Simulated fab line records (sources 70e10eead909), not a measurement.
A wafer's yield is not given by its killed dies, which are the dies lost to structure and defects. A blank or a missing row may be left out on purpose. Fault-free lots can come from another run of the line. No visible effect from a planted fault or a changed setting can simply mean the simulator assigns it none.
One fault seen from 2 desks    flow nand-harc    only its own numbers are on each desk; what lay behind them is given at the end

FOR THE TOOL OWNER'S DESK: wet-bench-07
The tool's own readings at NHARC_P_GATE_PRECLEAN_99 (cleans in SC1): means of the sampled wafers that have a number, for each lot that ran on this tool. A lot is out of limits, marked OUT, if its mean lies more than 4 standard deviations from the usual mean; the brackets give that distance.
Columns: A = sc1-h2o2-end-mol-l at NHARC_P_GATE_PRECLEAN_99, usual 0.3698
lot   first seen here  A
L310  day 5 11:59      0.3701
L312  day 6 01:53      0.3695
L315  day 7 00:56      0.3700
L324  day 9 07:16      0.3699
L325  day 9 11:29      0.3689
L326  day 9 20:17      0.3699
L327  day 10 03:19     0.3698
L330  day 10 16:19     0.3701
Result from this desk: across the 8 lots, nothing is out of limits.

THE DEFECT DESK
Counts from the inspections along the route, per lot, as means over the sampled wafers that have a number. A lot is out of limits, marked OUT, if its mean lies more than 4 standard deviations from the usual mean; the brackets give that distance.
Columns: A = raw-defect-count at NHARC_P_GATE_INSPECT_68, usual 185
lot   first seen here  A
L308  day 5 16:07      194
L310  day 5 19:29      154
L312  day 6 09:09      1152 (+15) OUT
L313  day 6 16:46      149
L315  day 7 10:56      1091 (+14) OUT
L321  day 8 19:30      142
L324  day 9 14:55      189
L325  day 9 18:35      244
L326  day 10 03:37     206
L327  day 10 10:44     274
L330  day 10 23:51     151
L331  day 11 00:50     178
This desk finds L312, L315 out of limits, L312 being first, at day 6 09:09 (raw-defect-count at NHARC_P_GATE_INSPECT_68). L308, L310, L313, L321, L324, L325, L326, L327, L330, L331 stayed within limits.

BROUGHT TOGETHER
The defect desk could have raised an alarm at day 6 09:09, on L312, L315.
The tool owner's desk saw nothing out of limits.
On record at the tool owner's desk: L312, L315, within its limits.
On wet-bench-07, each named lot ran NHARC_P_GATE_PRECLEAN_99.

WHAT HAD BEEN PUT IN BY THE SIMULATOR
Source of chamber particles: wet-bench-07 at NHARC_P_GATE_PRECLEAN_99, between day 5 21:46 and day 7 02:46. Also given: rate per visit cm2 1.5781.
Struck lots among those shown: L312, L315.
Hours from the fault's start to each desk's first reading out of limits: the defect desk, 11.
